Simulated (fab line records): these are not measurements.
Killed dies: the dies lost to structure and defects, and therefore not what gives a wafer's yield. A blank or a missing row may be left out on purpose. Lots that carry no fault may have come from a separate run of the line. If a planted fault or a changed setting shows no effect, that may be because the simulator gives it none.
Which of the tools did it?    flow nand-harc    36 wafers from 12 lots sampled at 6 of the route's 1159 steps

WHAT EACH GAUGE READ, for each wafer
NHARC_A_ONON_D1_THK_MEAS_02: measures by ellipsometry.
lot   measured      on             thk-nm (nm)
L623  day 7 21:53   film-metro-02  981 981 981
L624  day 8 03:00   film-metro-02  995 995 994
L625  day 8 03:00   film-metro-01  1002 1003 1004
L627  day 8 10:26   film-metro-02  1011 1013 1010
L626  day 8 18:01   film-metro-01  1014 1012 1012
L629  day 9 02:03   film-metro-01  985 986 983
L630  day 9 02:04   film-metro-02  1019 1017 1017
L632  day 9 13:50   film-metro-01  987 986 987
L633  day 9 13:29   film-metro-01  994 992 991
L631  day 9 13:30   film-metro-02  1009 1011 1011
L643  day 12 14:27  film-metro-02  1000 999 1000
L646  day 13 05:26  film-metro-01  996 996 995

NHARC_A_ONON_D1_THK_MEAS_34: measures by ellipsometry.
lot   measured      on             thk-nm (nm)
L623  day 8 09:59   film-metro-01  198.9 202.8 202.2
L624  day 8 15:18   film-metro-02  196.6 200.6 201.3
L625  day 8 15:10   film-metro-01  197.4 200.9 203.3
L627  day 8 22:35   film-metro-01  201.9 204.1 204.0
L626  day 9 06:21   film-metro-02  203.7 200.9 204.6
L629  day 9 14:39   film-metro-02  197.4 199.3 202.2
L630  day 9 14:20   film-metro-01  198.2 197.1 202.8
L632  day 10 04:57  film-metro-01  195.2 199.4 201.8
L633  day 10 04:53  film-metro-02  199.4 201.1 204.5
L631  day 10 04:53  film-metro-01  199.5 199.4 197.4
L643  day 13 02:32  film-metro-02  198.9 210.3 203.8
L646  day 13 21:29  film-metro-02  201.0 198.0 203.6

NHARC_END_SORT_01.
lot   measured      on         killed-at-array  killed-at-other  killed-at-periphery  killed-dies  killed-open  killed-short
L633  day 21 17:40  prober-01  34 24 29         2 1 2            0 2 3                36 27 34     3 3 5        0 4 2

WHICH TOOL RAN EACH LOT (tool, then ch and the chambers of the sampled wafers, then the start)
lot   NHARC_A_ZERO_WELL_DESCUM_12         NHARC_A_ZERO_WELL_ETCH_13         NHARC_A_ONON_D1_DEP_33
L623  rie-diel-07 ch 0,1, day 6 22:55     rie-si-03 ch 2,3, day 6 23:07     pecvd-01 ch 0,1, day 8 09:34
L624  rie-diel-07 ch 0,1,2, day 7 04:21   rie-si-03 ch 0,1,2, day 7 04:34   pecvd-02 ch 0,2, day 8 14:52
L625  rie-diel-01 ch 0,1,2, day 7 05:25   rie-si-01 ch 1,2,3, day 7 05:39   pecvd-01 ch 1,2, day 8 14:45
L627  rie-diel-07 ch 1,3, day 7 12:35     rie-si-02 ch 1,2,3, day 7 12:48   pecvd-01 ch 1,2, day 8 22:16
L626  rie-diel-12 ch 2,3, day 7 19:04     rie-si-01 ch 0,1, day 7 19:16     pecvd-01 ch 0,1,2, day 9 05:54
L629  rie-diel-07 ch 0,1, day 8 03:58     rie-si-01 ch 1,3, day 8 04:11     pecvd-03 ch 0,1,2, day 9 14:14
L630  rie-diel-07 ch 2,3, day 8 05:32     rie-si-03 ch 0,2,3, day 8 05:44   pecvd-01 ch 0,2, day 9 13:57
L632  rie-diel-01 ch 1,3, day 8 14:34     rie-si-01 ch 0,1,2, day 8 14:47   pecvd-02 ch 0,2, day 10 04:35
L633  rie-diel-01 ch 0,2, day 8 16:06     rie-si-03 ch 0,3, day 8 16:19     pecvd-01 ch 0,1,2, day 10 04:34
L631  rie-diel-12 ch 0,3, day 8 17:11     rie-si-01 ch 0,2, day 8 17:25     pecvd-03 ch 0,1,2, day 10 04:28
L643  rie-diel-01 ch 0,1,3, day 11 16:11  rie-si-02 ch 0,1,2, day 11 16:25  pecvd-01 ch 0,1,2, day 13 02:10
L646  rie-diel-01 ch 0,1,3, day 12 05:44  rie-si-03 ch 1,2,3, day 12 05:58  pecvd-03 ch 1,2, day 13 21:04
- NHARC_A_ZERO_WELL_DESCUM_12: chemistry O2, time 3 s.
- NHARC_A_ZERO_WELL_ETCH_13: etches the open film in HBr/Cl2, target depth 120 nm, time 40.1 s.
- NHARC_A_ONON_D1_DEP_33: deposits SiO2, target thk 200 nm.

WHAT THE TOOLS THEMSELVES READ (means of the sampled wafers that have a number; where no wafer has one, the mark that the record gives instead)
NHARC_A_ZERO_WELL_DESCUM_12.
lot   tool         drypump-motor-current-A (A)  oes-product-au (a.u.)  rf-vpp-V (V)  showerhead-plenum-p-Torr (Torr)  throttle-valve-pct (%)
L623  rie-diel-07  6.0                          1.008                  56.6          1.86                             11.323
L624  rie-diel-07  5.7                          1.001                  56.8          1.85                             11.309
L625  rie-diel-01  5.6                          0.992                  58.2          1.95                             11.315
L627  rie-diel-07  5.6                          1.013                  57.8          1.86                             11.313
L626  rie-diel-12  5.7                          0.994                  58.4          1.91                             11.308
L629  rie-diel-07  6.0                          1.007                  58.0          1.86                             11.316
L630  rie-diel-07  5.1                          1.002                  58.6          1.91                             11.309
L632  rie-diel-01  5.5                          0.987                  58.7          1.99                             11.312
L633  rie-diel-01  5.7                          0.996                  57.3          1.91                             11.317
L631  rie-diel-12  6.0                          0.988                  57.6          1.82                             11.309
L643  rie-diel-01  5.7                          0.994                  57.5          1.92                             11.313
L646  rie-diel-01  5.7                          0.995                  57.6          1.92                             11.303

NHARC_A_ZERO_WELL_ETCH_13.
lot   tool       drypump-motor-current-A (A)  mfc-cl2-sccm (sccm)  oes-product-au (a.u.)  throttle-valve-pct (%)
L623  rie-si-03  5.9                          49.97                0.993                  26.407
L624  rie-si-03  5.8                          50.12                0.998                  26.394
L625  rie-si-01  6.1                          49.90                0.990                  26.408
L627  rie-si-02  5.8                          49.87                0.999                  26.419
L626  rie-si-01  5.9                          50.04                1.003                  26.413
L629  rie-si-01  6.5                          50.07                0.992                  26.395
L630  rie-si-03  6.1                          50.11                1.001                  26.411
L632  rie-si-01  5.9                          50.00                0.993                  26.404
L633  rie-si-03  6.4                          50.04                1.004                  26.415
L631  rie-si-01  5.5                          50.10                0.982                  26.408
L643  rie-si-02  6.2                          49.94                0.997                  26.414
L646  rie-si-03  5.7                          49.98                1.007                  26.407

NHARC_A_ONON_D1_DEP_33.
lot   tool      heater-power-w (W)  rf-fwd-power-W (W)  throttle-valve-pct (%)
L623  pecvd-01  542                 897                 15.7
L624  pecvd-02  600                 898                 15.2
L625  pecvd-01  555                 897                 16.2
L627  pecvd-01  463                 898                 16.2
L626  pecvd-01  529                 898                 16.0
L629  pecvd-03  571                 899                 16.2
L630  pecvd-01  518                 898                 15.6
L632  pecvd-02  598                 900                 15.2
L633  pecvd-01  548                 896                 16.1
L631  pecvd-03  579                 895                 16.1
L643  pecvd-01  553                 932                 15.6
L646  pecvd-03  722                 898                 16.1

THE ANSWER, worked out from the rows above alone
Rule: the usual values come from the lots themselves. Put in order of their means at a reading, lots are off if they are a third of the lots or fewer, leave a main group of 4 or more, and stand apart from it by a gap of 3 or more times the standard deviation of the main group's means; of several such gaps the widest counts. The tables above print the reading to a certain number of digits; a main group whose means all agree to those digits is not used. Also off: a lot with no number at a reading for which 4 or more lots have one. All remaining lots with rows at the step are treated as sound. After the gauges, taken in route order, come the tools' own readings; for these a lot's mean is taken, as printed above. The first step at which some lot is off is used, and at that step the reading that is off furthest; a lot without a number counts as furthest.
Off: L643, at NHARC_A_ONON_D1_DEP_33 (rf-fwd-power-W). The main group has a mean of 898 W with a standard deviation of 1.3.
If a tool, at that step or one of the process steps before it, ran each lot that is off and ran no sound lot following the first of them, it fits. 2 tools fit, rie-si-02 at NHARC_A_ZERO_WELL_ETCH_13 and pecvd-01 at NHARC_A_ONON_D1_DEP_33, so this cannot tell which one it is.

WHAT THE SIMULATOR HAD INSERTED
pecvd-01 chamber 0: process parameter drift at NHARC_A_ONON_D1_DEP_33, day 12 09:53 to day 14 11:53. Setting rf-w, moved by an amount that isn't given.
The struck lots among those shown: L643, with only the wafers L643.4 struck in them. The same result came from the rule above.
